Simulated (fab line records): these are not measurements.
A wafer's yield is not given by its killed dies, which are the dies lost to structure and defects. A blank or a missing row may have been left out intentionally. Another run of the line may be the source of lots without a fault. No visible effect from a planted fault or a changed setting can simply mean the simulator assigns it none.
Which tool is to blame? / flow nand-harc / 18 wafers from 6 lots sampled at 5 of the route's 1302 steps

== WHAT EACH GAUGE READ, for each wafer ==
NHARC_END_SORT_01.
lot=L182; measured=day 28 16:03; on=prober-02; killed-at-array=669 675 666
lot=L184; measured=day 28 15:17; on=prober-01; killed-at-array=667 667 671

== WHAT TOOL EACH LOT RAN ON (gives the tool, then ch and the chambers of the sampled wafers, and finally the start) ==
lot=L175; NHARC_A_CHANNEL_HOLE_D2_XSEM_32=xsem-01 ch 0, day 14 09:49; NHARC_A_CHANNEL_FILL_D2_ALD_14=ald-hk-02 ch 0,1,3, day 14 17:15; NHARC_A_CHANNEL_FILL_D2_ETCHBACK_19=rie-si-06 ch 0,3, day 15 11:11; NHARC_A_CHANNEL_FILL_D2_STRIP_28=rie-diel-12 ch 1,2, day 15 11:25
lot=L182; NHARC_A_CHANNEL_HOLE_D2_XSEM_32=xsem-01 ch 0, day 17 18:38; NHARC_A_CHANNEL_FILL_D2_ALD_14=ald-hk-01 ch 2,3, day 18 01:59; NHARC_A_CHANNEL_FILL_D2_ETCHBACK_19=rie-si-05 ch 1,2,3, day 18 18:31; NHARC_A_CHANNEL_FILL_D2_STRIP_28=rie-diel-12 ch 0,1,2, day 18 18:43
lot=L184; NHARC_A_CHANNEL_HOLE_D2_XSEM_32=xsem-02 ch 0, day 18 04:12; NHARC_A_CHANNEL_FILL_D2_ALD_14=ald-hk-02 ch 0,2,3, day 18 11:38; NHARC_A_CHANNEL_FILL_D2_ETCHBACK_19=rie-si-03 ch 0,2, day 19 04:37; NHARC_A_CHANNEL_FILL_D2_STRIP_28=rie-diel-12 ch 1,3, day 19 04:49
lot=L189; NHARC_A_CHANNEL_HOLE_D2_XSEM_32=xsem-02 ch 0, day 20 00:38; NHARC_A_CHANNEL_FILL_D2_ALD_14=ald-hk-02 ch 0,2, day 20 08:04; NHARC_A_CHANNEL_FILL_D2_ETCHBACK_19=rie-si-05 ch 0,2,3, day 21 01:07; NHARC_A_CHANNEL_FILL_D2_STRIP_28=rie-diel-10 ch 1,2, day 21 01:19
lot=L190; NHARC_A_CHANNEL_HOLE_D2_XSEM_32=xsem-01 ch 0, day 21 02:34; NHARC_A_CHANNEL_FILL_D2_ALD_14=ald-hk-03 ch 0,2,3, day 21 11:17; NHARC_A_CHANNEL_FILL_D2_ETCHBACK_19=rie-si-06 ch 1,2, day 22 04:25; NHARC_A_CHANNEL_FILL_D2_STRIP_28=rie-diel-12 ch 0,3, day 22 04:37
lot=L195; NHARC_A_CHANNEL_HOLE_D2_XSEM_32=xsem-01 ch 0, day 23 02:22; NHARC_A_CHANNEL_FILL_D2_ALD_14=ald-hk-02 ch 1,2, day 23 09:40; NHARC_A_CHANNEL_FILL_D2_ETCHBACK_19=rie-si-05 ch 2,3, day 24 05:48; NHARC_A_CHANNEL_FILL_D2_STRIP_28=rie-diel-12 ch 0,1,2, day 24 06:01
- NHARC_A_CHANNEL_HOLE_D2_XSEM_32
- NHARC_A_CHANNEL_FILL_D2_ALD_14: deposits SiO2, target thk 2.5 nm, pulse time 10 s, ald cycles 25.
- NHARC_A_CHANNEL_FILL_D2_ETCHBACK_19: etches the open film in HBr/Cl2, target depth 5 nm, time 1.7 s.
- NHARC_A_CHANNEL_FILL_D2_STRIP_28: strips in O2, time 20 s.

== THE ANSWER, worked out from the rows above alone ==
Rule: the usual values come from the lots themselves. Put in order of their means at a reading, lots are off if they are a third of the lots or fewer, leave a main group of 4 or more, and stand apart from it by a gap of 3 or more times the standard deviation of the main group's means; of several such gaps the widest counts. A main group whose means are all the same, to the digits that the tables above print for the reading, isn't used. A lot without any number at a reading at which 4 lots or more have one is off too. All remaining lots with rows at the step are treated as sound.
Nothing can be told from this: no lot is off at any reading shown.

== WHAT HAD BEEN PUT IN BY THE SIMULATOR ==
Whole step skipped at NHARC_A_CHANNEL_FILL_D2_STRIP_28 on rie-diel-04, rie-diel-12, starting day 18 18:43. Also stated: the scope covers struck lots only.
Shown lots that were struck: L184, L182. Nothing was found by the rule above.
